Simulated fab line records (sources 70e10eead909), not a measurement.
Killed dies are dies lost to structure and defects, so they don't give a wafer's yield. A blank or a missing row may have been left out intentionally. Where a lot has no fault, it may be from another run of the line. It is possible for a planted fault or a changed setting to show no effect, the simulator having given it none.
Chamber matching -- flow nand harc -- NHARC_A_BLC_STRIP_21 on rie diel-05 has 4 sister chambers
The step strips in O2. 8 wafers are shown with their chamber, then 10 later ones without.

== EACH WAFER AND ITS CHAMBER ==
wafer,chamber,drypump motor current A (A),showerhead plenum p Torr (Torr)
L087.1,0,4.7,3.34
L087.2,3,6.5,3.52
L087.4,1,6.4,3.65
L091.2,2,4.7,3.34
L091.3,3,6.4,3.52
L091.6,1,6.4,3.64
L094.1,2,4.7,3.34
L094.2,0,4.7,3.34

== WAFERS WITH NO CHAMBER GIVEN ==
wafer,drypump motor current A (A),showerhead plenum p Torr (Torr)
L094.6,4.7,3.34
L092.1,4.7,3.34
L092.3,4.7,3.34
L092.4,6.4,3.64
L095.3,4.7,3.34
L095.5,4.8,3.34
L095.6,6.4,3.64
L097.1,6.4,3.64
L097.2,4.7,3.34
L097.4,4.7,3.34

== WHICH CHAMBER EACH WENT THROUGH ==
wafer,from the rows above,in truth
L094.6,can't be placed: 0 or 2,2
L092.1,can't be placed: 0 or 2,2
L092.3,can't be placed: 0 or 2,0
L092.4,1,1
L095.3,can't be placed: 0 or 2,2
L095.5,can't be placed: 0 or 2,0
L095.6,1,1
L097.1,1,1
L097.2,can't be placed: 0 or 2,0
L097.4,can't be placed: 0 or 2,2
Correct placement for 3 of the 10. From these rows, 7 cannot be placed; in 7 the true chamber is one of the candidates. Wrongly placed: 0.
How it was worked out, from the rows above alone: a wafer's distance from a chamber is the root of the sum, over the readings, of the square of ((its reading less the chamber's mean) divided by the reading's scatter). The wafer belongs to the nearest chamber; if the next one is less than 2 further off, it can't be placed. The mean given for a chamber averages the wafers shown for that chamber. The scatter is the square root of a quotient: the sum, over the shown wafers, of each reading's squared deviation from its chamber's mean, divided by wafers minus chambers.
